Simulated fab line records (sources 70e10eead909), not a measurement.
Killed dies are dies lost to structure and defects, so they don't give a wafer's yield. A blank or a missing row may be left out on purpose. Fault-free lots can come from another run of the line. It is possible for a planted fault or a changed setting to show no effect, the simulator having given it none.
fab line records ; flow nand-harc ; part 1 of 2: steps 1 to 4 of 6
record lots=22; wafers=66; last-day=24
route steps=1159 shown A_STAIRCASE@648
lots untouched by any fault: they come from a run of this same line in which no faults occurred
start-h: the number of hours between the record's first day and the start of the first shown wafer of the lot ; wait-h: how many hours have passed since the lot's step before this one ; " repeats the value in the row above ; L1.1+2: a single row standing in for several wafers ; - value missing, or start not given ; * or withheld: withheld ; < > ~ a bound
route shown NAME@n: NAME is a module with steps in the file, n the number in the route of the first one ; usual: mean/standard deviation taken from wafers without a fault ; same: alike in all rows ; chamber/n: place in a boat ; sites: the reading at each site ; _std_site: their standard deviation ; _edge_site: outer sites' mean less inner sites' ; radius-mm: how far each site lies from the wafer's centre ; mask NAME#n: copy n ; behind: the most recent tool/chamber to have shaped the wafer ; hold: cause of the lot's hold/its duration in hours/its outcome ; device: names the non-switching transistor (n, p or np) ; end of line: the same wafers' tests at the end of the route ; a step given without rows: its recipe and nothing more ; killed: dies lost to structure and defects at the first sort, not the wafer's yield ; map: shows each die of a wafer: x if killed, . if not, _ if none is there
set.NAME: the setting the step ran with; set.NAME@STEP: the setting that earlier step ran with ; model.NAME: the simulator's own value behind a step, which no gauge read
the route's steps for a sample of lots (tables are steps, rows are wafers)
services: a tool's chamber out of use, with start hour (start-h, from the record's first day; less than 0 if before it), hours out, and reason
## steps
# step NHARC_A_STAIRCASE_STRIP_254
# recipe power-w=1500; temp-c=250; chemistry=O2
# usual drypump-motor-current-A=5.3/0.39; heater-power-w=340/19
lot.wafer;tool;chamber;start-h;wait-h;drypump-motor-current-A;heater-power-w;rf-hours-counter-h
L075.1;plasma-asher-02;1;256.50;-;5.8;321;22
L075.2;plasma-asher-02;0;256.50;-;4.8;357;22
L075.3;plasma-asher-02;1;256.50;-;5.7;312;-
L077.1;plasma-asher-02;1;266.91;-;5.8;329;25
L077.2;plasma-asher-02;0;266.91;-;4.8;368;25
L077.3;plasma-asher-02;1;266.91;-;5.8;319;-
L076.2;plasma-asher-02;0;269.00;-;4.8;373;26
L076.3;plasma-asher-02;0;269.00;-;4.8;361;-
L076.6;plasma-asher-02;0;269.00;-;4.8;379;-
L078.1;plasma-asher-02;0;269.95;-;4.8;373;26
L078.4;plasma-asher-02;0;269.95;-;4.8;361;-
L078.6;plasma-asher-02;1;269.95;-;5.8;314;-
L079.3;plasma-asher-01;1;276.08;-;5.2;324;-
L079.4;plasma-asher-01;0;276.08;-;5.7;352;-
L079.6;plasma-asher-01;0;276.08;-;5.6;352;-
L080.1;plasma-asher-02;0;280.85;-;4.8;380;31
L080.4;plasma-asher-02;1;280.85;-;5.8;323;-
L080.5;plasma-asher-02;1;280.85;-;5.7;325;-
L082.2;plasma-asher-02;0;287.38;-;4.8;377;35
L082.6;plasma-asher-02;1;287.38;-;5.8;320;-
L082.5;plasma-asher-02;0;287.38;-;4.8;359;-
L081.2;plasma-asher-02;0;296.59;-;4.8;371;39
L081.1;plasma-asher-02;1;296.59;-;5.8;328;39
L081.4;plasma-asher-02;1;296.59;-;5.7;312;-
L084.4;plasma-asher-01;1;309.41;-;5.2;326;-
L084.3;plasma-asher-01;0;309.41;-;5.6;343;-
L084.5;plasma-asher-01;1;309.41;-;5.2;323;-
L085.2;plasma-asher-01;0;310.16;-;5.7;337;8
L085.3;plasma-asher-01;1;310.16;-;5.2;330;-
L085.6;plasma-asher-01;1;310.16;-;5.2;315;-
L087.1;plasma-asher-01;0;315.95;-;5.7;336;10
L087.5;plasma-asher-01;0;315.95;-;5.7;340;-
L087.6;plasma-asher-01;1;315.95;-;5.2;334;-
L083.4;plasma-asher-02;0;320.20;-;4.8;371;-
L083.5;plasma-asher-02;1;320.20;-;5.7;330;-
L083.6;plasma-asher-02;0;320.20;-;4.8;360;-
L089.1;plasma-asher-02;1;333.22;-;5.8;319;50
L089.3;plasma-asher-02;0;333.22;-;4.8;368;-
L089.4;plasma-asher-02;1;333.22;-;5.7;319;-
L088.2;plasma-asher-01;0;333.92;-;5.6;340;16
L088.1;plasma-asher-01;1;333.92;-;5.2;321;16
L088.4;plasma-asher-01;1;333.92;-;5.2;323;-
L090.4;plasma-asher-02;0;353.18;-;4.8;360;-
L090.6;plasma-asher-02;0;353.18;-;4.8;378;-
L090.5;plasma-asher-02;1;353.18;-;5.7;327;-
L092.4;plasma-asher-02;0;356.13;-;4.8;372;-
L092.6;plasma-asher-02;0;356.13;-;4.8;369;-
L092.5;plasma-asher-02;1;356.13;-;5.8;328;-
L093.1;plasma-asher-01;1;359.13;-;5.2;324;24
L093.2;plasma-asher-01;0;359.13;-;5.7;344;24
L093.3;plasma-asher-01;0;359.13;-;5.6;333;-
L091.2;plasma-asher-01;1;360.35;-;5.2;325;25
L091.4;plasma-asher-01;1;360.35;-;5.2;334;-
L091.5;plasma-asher-01;1;360.35;-;5.2;324;-
L094.1;plasma-asher-01;0;365.58;-;5.6;336;29
L094.2;plasma-asher-01;1;365.58;-;5.2;326;29
L094.3;plasma-asher-01;0;365.58;-;5.6;345;-
L095.3;plasma-asher-01;1;386.53;-;5.2;323;-
L095.4;plasma-asher-01;0;386.53;-;5.6;338;-
L095.6;plasma-asher-01;0;386.53;-;5.7;345;-
L097.1;plasma-asher-01;0;386.72;-;5.7;341;38
L097.4;plasma-asher-01;0;386.72;-;5.7;336;-
L097.5;plasma-asher-01;1;386.72;-;5.2;329;-
L096.1;plasma-asher-02;1;389.74;-;5.8;333;7
L096.4;plasma-asher-02;0;389.74;-;4.8;348;-
L096.6;plasma-asher-02;0;389.74;-;4.8;357;-
# step NHARC_A_STAIRCASE_ETCH_292
# recipe cf4-flow-sccm=100; chf3-flow-sccm=30; ar-flow-sccm=0; rf-w=500; bias-w=200; chemistry=CF4/CHF3
# usual chamber-pressure-mTorr=25.001/0.023; drypump-motor-current-A=5.5/0.39; oes-product-au=0.956/0.024; rf-fwd-power-W=497.3/1.6; rf-vpp-V=369.6/2.1; showerhead-plenum-p-Torr=1.55/0.051; throttle-valve-pct=16.804/0.0095
lot.wafer;tool;chamber;start-h;wait-h;chamber-pressure-mTorr;drypump-motor-current-A;oes-product-au;rf-fwd-power-W;rf-hours-counter-h;rf-vpp-V;showerhead-plenum-p-Torr;throttle-valve-pct
L075.2;rie-diel-02;3;260.80;0.1;24.964;5.2;0.935;496.4;39;369.9;1.55;16.816
L075.1;rie-diel-02;0;260.80;0.1;24.980;5.8;0.936;495.8;40;368.6;1.52;16.801
L075.3;rie-diel-02;2;260.80;0.1;24.990;5.3;0.941;498.5;40;368.3;1.52;16.790
L077.1;rie-diel-03;2;270.68;0.1;25.009;5.2;0.989;496.1;19;372.6;1.62;16.791
L077.3;rie-diel-03;3;270.68;0.1;24.984;6.1;0.969;495.9;20;370.0;1.56;16.809
L077.2;rie-diel-03;0;270.68;0.1;25.044;5.1;0.969;496.4;18;370.0;1.56;16.804
L076.2;rie-diel-03;0;272.68;0.1;24.966;5.1;0.980;499.1;18;369.8;1.56;16.815
L076.3;rie-diel-03;2;272.68;0.1;24.982;5.2;1.002;498.6;20;371.0;1.62;16.805
L076.6;rie-diel-03;1;272.68;0.1;25.006;4.9;0.969;496.3;-;373.7;1.60;16.803
L078.4;rie-diel-12;1;273.72;0.1;25.020;5.9;0.966;496.1;24;369.2;1.52;16.816
L078.1;rie-diel-12;3;273.72;0.1;25.028;5.3;0.948;496.5;21;372.8;1.60;16.800
L078.6;rie-diel-12;0;273.72;0.1;24.981;5.6;0.914;493.9;-;372.5;1.61;16.807
L079.3;rie-diel-03;2;282.76;0.2;24.995;5.2;0.932;497.9;24;372.7;1.62;16.812
L079.4;rie-diel-03;3;282.76;0.2;25.011;6.0;0.934;497.0;25;368.7;1.56;16.799
L079.6;rie-diel-03;1;282.76;0.2;25.027;4.9;0.914;496.8;-;371.2;1.60;16.813
L080.1;rie-diel-02;2;284.56;0.1;24.992;5.3;0.919;498.4;48;369.3;1.52;16.791
L080.4;rie-diel-02;3;284.56;0.1;25.005;5.2;0.925;497.1;49;369.0;1.55;16.812
L080.5;rie-diel-02;1;284.56;0.1;24.973;5.9;0.925;498.5;-;366.2;1.47;16.824
L082.2;rie-diel-03;3;291.06;0.1;24.994;6.0;0.975;495.7;28;369.7;1.56;16.813
L082.5;rie-diel-03;2;291.06;0.1;25.017;5.2;0.979;496.3;-;374.1;1.62;16.815
L082.6;rie-diel-03;3;291.06;0.1;24.974;6.0;0.973;495.2;-;370.5;1.56;16.801
L081.4;rie-diel-02;3;302.30;0.1;25.002;5.2;0.966;495.7;51;369.3;1.55;16.814
L081.2;rie-diel-02;0;302.30;0.1;25.043;5.8;0.973;496.1;54;369.6;1.51;16.805
L081.1;rie-diel-02;1;302.30;0.1;24.989;5.9;0.971;501.5;48;368.1;1.47;16.796
L084.3;rie-diel-12;1;314.34;0.1;25.023;5.9;0.915;501.5;38;368.3;1.52;16.811
L084.4;rie-diel-12;2;314.34;0.1;25.002;6.1;0.911;497.1;35;373.3;1.65;16.813
L084.5;rie-diel-12;0;314.34;0.1;24.992;5.6;0.892;497.9;-;373.8;1.61;16.797
L085.2;rie-diel-02;1;314.55;0.1;24.980;6.0;0.927;497.8;53;367.4;1.47;16.809
L085.3;rie-diel-02;0;314.55;0.1;24.999;5.8;0.927;497.9;59;368.2;1.51;16.806
L085.6;rie-diel-02;2;314.55;0.1;24.921;5.3;0.922;498.7;-;368.8;1.52;16.809
L087.1;rie-diel-02;3;321.44;0.1;25.009;5.2;0.946;497.5;59;370.7;1.54;16.788
L087.6;rie-diel-02;0;321.44;0.1;24.982;5.8;0.942;495.9;-;368.7;1.51;16.796
L087.5;rie-diel-02;1;321.44;0.1;24.990;6.0;0.938;498.8;-;367.7;1.47;16.809
L083.4;rie-diel-02;2;325.50;0.1;25.012;5.3;0.957;496.9;62;368.1;1.52;16.824
L083.5;rie-diel-02;0;325.50;0.1;25.007;5.8;0.991;496.2;-;369.1;1.51;16.812
L083.6;rie-diel-02;1;325.50;0.1;24.993;6.0;0.966;499.7;-;368.2;1.47;16.802
L089.1;rie-diel-02;1;338.42;0.1;25.012;6.0;0.980;499.1;0;367.5;1.47;16.801
L089.4;rie-diel-02;2;338.42;0.1;24.987;5.3;0.961;495.2;0;367.0;1.52;16.811
L089.3;rie-diel-02;3;338.42;0.1;25.034;5.2;0.985;494.4;0;369.0;1.54;16.811
L088.2;rie-diel-03;0;339.15;0.1;25.019;5.1;0.971;494.7;43;369.5;1.56;16.801
L088.1;rie-diel-03;3;339.15;0.1;25.012;6.0;0.976;495.2;46;371.0;1.55;16.821
L088.4;rie-diel-03;0;339.15;0.1;24.950;5.1;0.962;497.9;-;370.1;1.56;16.799
L090.4;rie-diel-12;2;356.81;0.1;24.973;6.1;0.948;496.5;51;371.6;1.64;16.793
L090.6;rie-diel-12;1;356.81;0.1;24.983;5.9;0.975;498.3;-;368.2;1.51;16.802
L090.5;rie-diel-12;2;356.81;0.1;25.021;6.1;0.944;497.7;-;372.2;1.64;16.786
L092.4;rie-diel-02;2;359.83;0.1;25.005;5.3;0.959;498.7;8;368.2;1.52;16.791
L092.6;rie-diel-02;0;359.83;0.1;25.012;5.8;0.977;497.1;-;368.3;1.51;16.817
L092.5;rie-diel-02;1;359.83;0.1;24.995;5.9;0.950;497.6;-;367.4;1.47;16.804
L093.1;rie-diel-02;1;365.14;0.1;24.980;6.0;0.914;496.9;9;365.8;1.47;16.811
L093.3;rie-diel-02;2;365.14;0.1;24.981;5.3;0.915;496.0;9;369.5;1.52;16.799
L093.2;rie-diel-02;3;365.14;0.1;25.044;5.2;0.955;496.5;8;369.4;1.54;16.808
L091.4;rie-diel-03;1;367.08;0.1;24.981;4.9;0.953;498.8;49;370.8;1.60;16.808
L091.2;rie-diel-03;2;367.08;0.1;24.999;5.2;0.983;495.5;55;371.3;1.61;16.805
L091.5;rie-diel-03;0;367.08;0.1;25.010;5.1;0.978;497.0;-;370.5;1.56;16.796
L094.3;rie-diel-02;1;371.29;0.1;25.001;6.0;0.938;498.7;10;366.1;1.47;16.797
L094.2;rie-diel-02;2;371.29;0.1;24.992;5.3;0.957;496.4;10;369.9;1.52;16.796
L094.1;rie-diel-02;3;371.29;0.1;25.029;5.2;0.988;498.0;9;368.7;1.54;16.816
L095.4;rie-diel-12;2;390.94;0.2;25.010;6.1;0.946;494.2;1;374.1;1.64;16.800
L095.3;rie-diel-12;0;390.94;0.2;25.032;5.6;0.928;496.5;1;371.1;1.60;16.797
L095.6;rie-diel-12;3;390.94;0.2;25.015;5.3;0.938;495.7;-;369.0;1.59;16.798
L097.1;rie-diel-02;3;391.06;0.1;24.973;5.2;0.984;497.6;19;369.8;1.54;16.814
L097.4;rie-diel-02;1;391.06;0.1;25.003;6.0;0.951;500.0;19;365.7;1.46;16.797
L097.5;rie-diel-02;3;391.06;0.1;25.044;5.2;0.976;497.0;-;368.4;1.54;16.804
L096.4;rie-diel-12;3;393.52;0.1;24.999;5.3;0.961;495.4;3;371.9;1.59;16.797
L096.1;rie-diel-12;2;393.52;0.1;25.020;6.1;0.972;497.4;3;373.5;1.64;16.798
L096.6;rie-diel-12;0;393.52;0.1;24.995;5.6;0.966;498.5;-;372.2;1.60;16.812
# step NHARC_A_STAIRCASE_ETCH_315
# recipe target-depth-a=25000; time-s=607.1; ion-energy-ev=800; c4f8-flow-sccm=80; o2-flow-sccm=60; ar-flow-sccm=withheld; rf-w=600; bias-w=3000; chemistry=C4F8/O2/Ar
# usual chamber-pressure-mTorr=25.000/0.022; oes-product-au=0.932/0.014; rf-fwd-power-W=599.2/1.8; rf-vpp-V=1826/8.2
lot.wafer;tool;chamber;start-h;wait-h;chamber-pressure-mTorr;oes-product-au;rf-fwd-power-W;rf-hours-counter-h;rf-vpp-V
L075.3;rie-diel-02;3;-;-;24.962;0.926;598.6;41;1822
L075.1;rie-diel-02;0;-;-;24.966;0.934;602.1;42;1819
L075.2;rie-diel-02;1;-;-;25.011;0.941;599.9;37;1810
L077.3;rie-diel-03;3;-;-;24.975;0.938;600.7;22;1825
L077.2;rie-diel-03;0;-;-;25.044;0.939;597.6;19;1827
L077.1;rie-diel-03;2;-;-;24.985;0.937;598.9;22;1834
L076.3;rie-diel-12;1;-;-;25.004;0.938;599.7;25;1819
L076.2;rie-diel-12;3;-;-;25.032;0.936;600.7;22;1832
L076.6;rie-diel-12;1;-;-;24.991;0.936;598.2;-;1817
L078.1;rie-diel-02;3;-;-;24.994;0.961;600.3;47;1822
L078.4;rie-diel-02;2;-;-;24.990;0.947;598.9;47;1818
L078.6;rie-diel-02;0;-;-;24.998;0.942;597.8;-;1820
L079.3;rie-diel-02;2;-;-;25.001;0.929;596.2;49;1817
L079.6;rie-diel-02;2;-;-;25.019;0.927;600.1;-;1819
L079.4;rie-diel-02;0;-;-;25.010;0.935;605.1;-;1818
L080.4;rie-diel-03;1;-;-;24.995;0.928;599.3;24;1831
L080.1;rie-diel-03;2;-;-;24.998;0.937;599.1;28;1835
L080.5;rie-diel-03;1;-;-;24.991;0.921;597.5;-;1831
L082.2;rie-diel-03;2;-;-;25.008;0.936;598.3;30;1834
L082.6;rie-diel-03;1;-;-;25.001;0.925;598.1;-;1832
L082.5;rie-diel-03;2;-;-;24.971;0.938;598.5;-;1834
L081.4;rie-diel-03;0;-;-;25.021;0.941;600.2;32;1825
L081.1;rie-diel-03;1;-;-;25.012;0.931;599.1;32;1831
L081.2;rie-diel-03;3;-;-;24.974;0.951;598.2;35;1823
L084.4;rie-diel-03;2;-;-;25.034;0.915;599.3;39;1833
L084.3;rie-diel-03;3;-;-;24.982;0.942;596.1;39;1823
L084.5;rie-diel-03;3;-;-;25.007;0.950;598.7;-;1825
L085.3;rie-diel-03;1;-;-;25.000;0.931;600.1;37;1832
L085.2;rie-diel-03;2;-;-;24.979;0.934;598.9;40;1834
L085.6;rie-diel-03;1;-;-;25.028;0.930;600.0;-;1832
L087.1;rie-diel-03;3;-;-;24.985;0.949;599.5;41;1825
L087.5;rie-diel-03;2;-;-;25.004;0.948;600.3;-;1833
L087.6;rie-diel-03;3;-;-;24.996;0.958;597.8;-;1822
L083.4;rie-diel-12;3;-;-;25.032;0.917;601.0;40;1831
L083.6;rie-diel-12;3;-;-;24.973;0.916;601.2;-;1830
L083.5;rie-diel-12;0;-;-;25.038;0.915;594.9;-;1833
L089.3;rie-diel-02;0;-;-;24.991;0.945;600.3;1;1819
L089.1;rie-diel-02;1;-;-;24.998;0.917;599.9;2;1808
L089.4;rie-diel-02;2;-;-;24.981;0.917;600.8;2;1817
L088.2;rie-diel-12;3;-;-;24.992;0.927;604.4;44;1831
L088.1;rie-diel-12;0;-;-;24.955;0.902;599.0;50;1830
L088.4;rie-diel-12;1;-;-;24.993;0.930;598.3;50;1818
L090.4;rie-diel-02;2;-;-;24.993;0.917;601.0;9;1816
L090.6;rie-diel-02;0;-;-;25.005;0.944;599.0;-;1816
L090.5;rie-diel-02;1;-;-;24.982;0.924;598.1;-;1808
L092.4;rie-diel-12;1;-;-;24.992;0.946;596.5;58;1816
L092.5;rie-diel-12;3;-;-;25.037;0.935;598.1;-;1830
L092.6;rie-diel-12;0;-;-;25.037;0.919;598.6;-;1833
L093.1;rie-diel-12;2;-;-;25.020;0.911;599.6;57;1837
L093.3;rie-diel-12;3;-;-;25.034;0.936;597.5;54;1831
L093.2;rie-diel-12;0;-;-;25.013;0.911;598.1;59;1832
L091.2;rie-diel-02;3;-;-;24.990;0.957;597.4;11;1822
L091.4;rie-diel-02;1;-;-;25.010;0.912;600.4;11;1808
L091.5;rie-diel-02;3;-;-;24.991;0.953;598.8;-;1822
L094.1;rie-diel-12;2;-;-;25.059;0.907;596.6;59;1838
L094.3;rie-diel-12;3;-;-;25.026;0.942;603.0;56;1831
L094.2;rie-diel-12;1;-;-;24.989;0.934;599.3;61;1815
L097.1;rie-diel-12;0;-;-;25.002;0.943;599.9;5;1832
L097.4;rie-diel-12;2;-;-;25.032;0.932;599.1;5;1836
L097.5;rie-diel-12;0;-;-;24.996;0.932;599.1;-;1832
L095.3;rie-diel-02;3;-;-;25.024;0.959;597.3;22;1821
L095.4;rie-diel-02;0;-;-;25.019;0.942;601.8;18;1817
L095.6;rie-diel-02;2;-;-;25.014;0.931;598.4;-;1817
L096.4;rie-diel-12;3;-;-;25.060;0.918;596.9;6;1830
L096.1;rie-diel-12;0;-;-;25.009;0.916;599.5;6;1831
L096.6;rie-diel-12;2;-;-;25.002;0.910;598.3;-;1837
# step NHARC_A_STAIRCASE_DEP_417
# recipe target-thk-a=600; step-coverage-pct=20; temp-c=400; target-thk-nm=60; flow-sccm=200; rf-w=450; material=Si3N4
# usual heater-power-w=724/99; rf-fwd-power-W=449.1/1.3
lot.wafer;tool;chamber;start-h;wait-h;heater-power-w;rf-fwd-power-W
L075.3;pecvd-03;2;269.99;-;702;449.6
L075.2;pecvd-03;0;269.99;-;566;449.9
L075.1;pecvd-03;1;269.99;-;796;448.1
L077.1;pecvd-03;1;279.76;-;792;449.1
L077.2;pecvd-03;2;279.76;-;803;449.9
L077.3;pecvd-03;0;279.76;-;585;449.7
L076.3;pecvd-04;2;282.95;-;566;447.0
L076.2;pecvd-04;1;282.95;-;668;450.1
L076.6;pecvd-04;0;282.95;-;752;448.9
L078.1;pecvd-03;2;283.75;-;794;446.6
L078.4;pecvd-03;0;283.75;-;546;450.4
L078.6;pecvd-03;2;283.75;-;819;449.3
L079.3;pecvd-04;0;295.24;-;708;451.2
L079.6;pecvd-04;0;295.24;-;729;451.2
L079.4;pecvd-04;2;295.24;-;582;451.3
L080.1;pecvd-04;1;295.56;-;736;449.2
L080.5;pecvd-04;0;295.56;-;814;450.1
L080.4;pecvd-04;2;295.56;-;531;449.2
L082.2;pecvd-01;2;300.77;-;704;448.3
L082.5;pecvd-01;0;300.77;-;645;448.4
L082.6;pecvd-01;2;300.77;-;717;447.4
L081.1;pecvd-01;2;314.76;-;767;445.9
L081.2;pecvd-01;0;314.76;-;615;448.4
L081.4;pecvd-01;2;314.76;-;769;447.8
L084.3;pecvd-01;2;326.88;-;725;448.7
L084.4;pecvd-01;1;326.88;-;889;447.3
L084.5;pecvd-01;2;326.88;-;730;450.6
L085.2;pecvd-01;1;327.61;-;854;451.0
L085.3;pecvd-01;2;327.61;-;641;448.2
L085.6;pecvd-01;2;327.61;-;648;447.6
L087.1;pecvd-01;2;332.03;-;782;449.7
L087.6;pecvd-01;0;332.03;-;695;448.3
L087.5;pecvd-01;2;332.03;-;788;449.4
L083.5;pecvd-03;2;336.33;-;727;446.9
L083.4;pecvd-03;0;336.33;-;589;448.9
L083.6;pecvd-03;1;336.33;-;817;447.3
L089.1;pecvd-04;1;347.56;-;717;450.1
L089.3;pecvd-04;1;347.56;-;719;451.5
L089.4;pecvd-04;0;347.56;-;851;447.6
L088.1;pecvd-03;1;348.80;-;860;447.9
L088.2;pecvd-03;2;348.80;-;805;448.2
L088.4;pecvd-03;1;348.80;-;869;448.5
L090.6;pecvd-04;1;367.67;-;735;449.9
L090.5;pecvd-04;2;367.67;-;639;450.3
L090.4;pecvd-04;0;367.67;-;717;448.8
L092.4;pecvd-01;0;373.92;-;684;447.3
L092.6;pecvd-01;2;373.92;-;758;449.6
L092.5;pecvd-01;0;373.92;-;704;448.4
L093.2;pecvd-03;1;375.85;-;722;449.4
L093.1;pecvd-03;2;375.85;-;782;448.7
L093.3;pecvd-03;0;375.85;-;499;449.6
L091.2;pecvd-03;0;378.90;-;519;450.4
L091.4;pecvd-03;2;378.90;-;759;447.6
L091.5;pecvd-03;1;378.90;-;862;449.1
L094.3;pecvd-03;0;380.90;-;604;448.4
L094.1;pecvd-03;1;380.90;-;765;450.3
L094.2;pecvd-03;2;380.90;-;701;449.8
L095.3;pecvd-04;0;400.77;-;739;450.7
L095.4;pecvd-04;2;400.77;-;636;448.5
L095.6;pecvd-04;1;400.77;-;661;451.2
L097.1;pecvd-01;2;400.83;-;706;449.7
L097.4;pecvd-01;0;400.83;-;715;451.4
L097.5;pecvd-01;1;400.83;-;849;449.7
L096.1;pecvd-04;0;403.02;-;865;449.0
L096.4;pecvd-04;1;403.02;-;731;450.1
L096.6;pecvd-04;2;403.02;-;656;448.1
